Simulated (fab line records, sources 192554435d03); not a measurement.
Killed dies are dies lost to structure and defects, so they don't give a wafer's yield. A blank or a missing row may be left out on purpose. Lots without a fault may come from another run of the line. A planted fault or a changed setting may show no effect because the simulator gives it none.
Chamber matching | flow n5_finfet | N5_BEOL_M4_ETCHBACK_99 on rie_diel-06: 4 sister chambers
The step etches SiO2 in CHF3, target depth 5 nm, time 10.4 s. 4 wafers are shown with their chamber, then 9 later ones without.

WAFERS WITH THEIR CHAMBER
wafer  | chamber | showerhead_plenum_p_Torr (Torr)
L086.1 | 1       | 2.07
L086.3 | 0       | 2.28
L086.5 | 3       | 2.24
L086.6 | 2       | 2.10

WAFERS WITHOUT THEIR CHAMBER
wafer  | showerhead_plenum_p_Torr (Torr)
L090.3 | 2.07
L090.4 | 2.10
L090.6 | 2.10
L095.1 | 2.09
L095.2 | 2.23
L095.3 | 2.28
L095.4 | 2.06
L095.5 | 2.28
L095.6 | 2.06

WHICH CHAMBER EACH WENT THROUGH
wafer  | from the rows above     | in truth
L090.3 | 1                       | 1
L090.4 | 2                       | 2
L090.6 | 2                       | 2
L095.1 | can't be placed: 2 or 1 | 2
L095.2 | 3                       | 3
L095.3 | 0                       | 0
L095.4 | 1                       | 1
L095.5 | 0                       | 0
L095.6 | 1                       | 1
Placed correctly: 8 of 9. Can't be placed from these rows: 1 (the true chamber is among the candidates in 1). Placed wrongly: 0.
How it was worked out, from the rows above alone: a wafer's distance from a chamber is the root of the sum, over the readings, of the square of ((its reading less the chamber's mean) divided by the reading's scatter). The wafer belongs to the nearest chamber; if the next one is less than 2 further off, it can't be placed. A chamber's mean is the mean of its shown wafers. The scatter: with one shown wafer a chamber, the root of the mean of the squares of how far each hidden wafer lies from its nearest shown one.
